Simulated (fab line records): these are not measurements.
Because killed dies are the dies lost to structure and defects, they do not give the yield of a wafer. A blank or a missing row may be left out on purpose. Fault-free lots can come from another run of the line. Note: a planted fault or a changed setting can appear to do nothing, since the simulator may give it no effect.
Problem report in the 8D (eight disciplines) form, filled by code || flow n5_finfet || the parts of the form that need people (team, actions taken, sign-off) are left out

== 1. THE ISSUE ==
bias_w at N5_BEOL_M7_ETCH_66 reads a mean of 131.2 W on 3 wafers of 2 lots; wafers without a fault read 149.9 W with a standard deviation of 0.41. Relative to the usual mean, that is a shift of -46 standard deviations.
The step: etches SOC in N2/H2, target depth 80 nm, overetch 16 nm, time 120 s.
Seen first at day 11 20:35 on rie_diel-01, wafer L409.3. The record has a number at this step for 18 wafers belonging to 6 lots. By rule, "out" or "out of limits" means more than 4 standard deviations away from the usual mean. All remaining wafers that have a number are taken as sound.

== 2. WHAT IT IS; WHAT IT IS NOT ==
{"question": "which readings at this step", "is": "bias_w, rf_vpp_V", "is not": "drypump_motor_current_A, oes_product_au, showerhead_plenum_p_Torr, throttle_valve_pct"}
{"question": "which lots", "is": "L408, L409", "is not": "L406, L410, L422, L425"}
{"question": "which wafers of those lots", "is": "L408.1, L409.3, L409.4", "is not": "L408.2, L408.5, L409.1"}
{"question": "read on which tools", "is": "rie_diel-01", "is not": "rie_diel-04"}
{"question": "when", "is": "from day 11 20:35", "is not": "up to then (4 sound wafers); but 11 sound wafers of L408, L410, L422, L425 came after"}

== 3. SUSPECTS, AND WHAT RULES EACH OUT ==
Counting: if a tool at a process step up to the reading ran every lot that is out, it stays a suspect. Sound lots after the first of them don't rule it out here, since some wafers of a struck lot are sound.
- rie_diel-01 at N5_BEOL_M7_DESCUM_33 (chemistry O2, time 7 s): kept. Every lot that is out went through it, the first being L409 (day 11 20:30); the last sound lot it ran before that was L406 (day 11 08:26).
- rie_diel-01 at N5_BEOL_M7_ETCH_72 (etches underlayer in N2/H2, target depth 6.5 nm, time 5.2 s): kept. Every lot that is out went through it, the first being L409 (day 11 20:32); the last sound lot it ran before that was L406 (day 11 08:28).
- rie_diel-01 at N5_BEOL_M7_ETCH_65 (etches SiARC in CF4, target depth 15.6 nm, time 26 s): kept. Every lot that is out went through it, the first being L409 (day 11 20:33); the last sound lot it ran before that was L406 (day 11 08:29).
- rie_diel-01 at N5_BEOL_M7_ETCH_66 (etches SOC in N2/H2, target depth 80 nm, overetch 16 nm, time 120 s): kept. Every lot that is out went through it, the first being L409 (day 11 20:35); the last sound lot it ran before that was L406 (day 11 08:31). On those wafers its own readings are out: bias_w, rf_vpp_V.
- rie_diel-01, N5_BEOL_M7_DESCUM_33: wafers that are out in chamber 2, sound lot-mates in chambers 0, 3.
- rie_diel-01, N5_BEOL_M7_ETCH_72: wafers that are out in chamber 2, sound lot-mates in chambers 0, 3.
- rie_diel-01, N5_BEOL_M7_ETCH_65: wafers that are out in chamber 2, sound lot-mates in chambers 0, 3.
- rie_diel-01, N5_BEOL_M7_ETCH_66: wafers that are out in chamber 2, sound lot-mates in chambers 0, 3.
Left after counting: rie_diel-01 at N5_BEOL_M7_DESCUM_33, rie_diel-01 at N5_BEOL_M7_ETCH_72, rie_diel-01 at N5_BEOL_M7_ETCH_65, rie_diel-01 at N5_BEOL_M7_ETCH_66.

== 4. THE CAUSE (what the simulator had put in) ==
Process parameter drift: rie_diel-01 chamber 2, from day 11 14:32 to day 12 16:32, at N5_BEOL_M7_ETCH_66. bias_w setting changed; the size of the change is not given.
4 suspects survive the count, and this tool is in that group.

== 5. THE CHAIN OF EFFECTS, in route order ==
Each row: a reading whose mean over the struck wafers that have a number lies more than 3 standard deviations from the usual. Readings are gone through only where the record gives a usual standard deviation; hours: the median, over the lots, of the time from a lot's start at the first step in this table giving one to that lot's start at this step; sigmas: the change measured in usual standard deviations.
{"hours": 0, "step": "N5_BEOL_M7_ETCH_66", "reading": "bias_w", "usual": "149.9 W", "on struck wafers": 131.2, "change": -18.7, "sigmas": -46}
{"hours": 0, "step": "N5_BEOL_M7_ETCH_66", "reading": "rf_vpp_V", "usual": "525.6 V", "on struck wafers": 482.1, "change": -43.5, "sigmas": -24}
The process steps in it:
- N5_BEOL_M7_ETCH_66: etches SOC in N2/H2, target depth 80 nm, overetch 16 nm, time 120 s.

== 6. WHAT WOULD HAVE CAUGHT IT SOONER ==
In this record no reading fell out of limits until day 11 20:35, 6 hours after the fault had begun at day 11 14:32.
